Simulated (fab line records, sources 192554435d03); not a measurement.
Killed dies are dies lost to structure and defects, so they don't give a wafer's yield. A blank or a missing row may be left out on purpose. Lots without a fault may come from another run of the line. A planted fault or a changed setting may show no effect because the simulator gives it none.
Which tool did it? | flow n5_finfet | 24 lots, 72 wafers sampled, at 1 step of a route of 1938

WHAT THE GAUGES READ, wafer by wafer
N5_FIN_CUT_CD_MEAS_08: target cd 29.1 nm.
lot  | measured    | on        | cd_nm (nm)
L074 | day 2 03:01 | cd_sem-03 | 28.69 28.87 29.01
L075 | day 2 09:15 | cd_sem-01 | 29.35 28.94 28.95
L076 | day 2 15:18 | cd_sem-01 | 29.18 29.23 29.12
L077 | day 2 22:14 | cd_sem-03 | 29.58 29.14 29.08
L078 | day 3 03:17 | cd_sem-03 | 29.31 29.13 29.01
L079 | day 3 10:36 | cd_sem-03 | 29.68 29.01 28.90
L080 | day 3 16:05 | cd_sem-01 | 29.39 29.05 29.37
L081 | day 3 21:42 | cd_sem-02 | 29.06 28.97 29.31
L082 | day 4 03:47 | cd_sem-01 | 28.94 28.88 28.83
L083 | day 4 08:21 | cd_sem-02 | 29.06 29.33 29.27
L084 | day 4 18:01 | cd_sem-01 | 29.20 29.17 28.87
L085 | day 4 22:32 | cd_sem-02 | 28.68 28.94 28.88
L086 | day 5 06:30 | cd_sem-02 | 29.61 29.50 29.13
L087 | day 5 13:53 | cd_sem-01 | 29.32 29.33 29.05
L088 | day 5 17:05 | cd_sem-02 | 29.20 29.39 29.45
L089 | day 5 21:21 | cd_sem-01 | 29.19 29.22 29.25
L090 | day 6 03:33 | cd_sem-02 | 29.53 29.06 29.18
L091 | day 6 09:18 | cd_sem-03 | 28.93 28.94 29.31
L092 | day 6 14:53 | cd_sem-03 | 29.67 29.48 29.17
L093 | day 6 21:30 | cd_sem-03 | 28.91 29.39 29.26
L094 | day 7 02:44 | cd_sem-01 | 29.14 29.73 29.38
L095 | day 7 10:01 | cd_sem-03 | 29.36 29.04 28.88
L096 | day 7 15:01 | cd_sem-02 | 29.60 29.38 29.30
L097 | day 7 21:03 | cd_sem-01 | 29.24 29.09 28.92

WHICH TOOL RAN EACH LOT (tool, then ch and the chambers of the sampled wafers, then the start)
The record holds no process step before these readings.

WHAT THE TOOLS THEMSELVES READ (means of the sampled wafers that have a number; where no wafer has one, the mark that the record gives instead)
The record holds no such reading with a usual standard deviation.

THE ANSWER, worked out from the rows above alone
Rule: what is usual is taken from the lots themselves. Put in order of their means at a reading, lots are off if they are a third of the lots or fewer, leave a main group of 4 or more, and stand apart from it by a gap of 3 or more times the standard deviation of the main group's means; of several such gaps the widest counts. A main group whose means are all the same, to the digits that the tables above print for the reading, isn't used. A lot without any number at a reading at which 4 lots or more have one is off too. The other lots that the step has rows for count as sound. The gauges are gone through in route order, then the tools' own readings, and for those a lot's mean is taken as printed above. The first step at which some lot is off is used, and at that step the reading that is off furthest; a lot without a number counts as furthest.
No lot is off at any reading shown: from this, nothing can be told.

WHAT THE SIMULATOR HAD PUT IN
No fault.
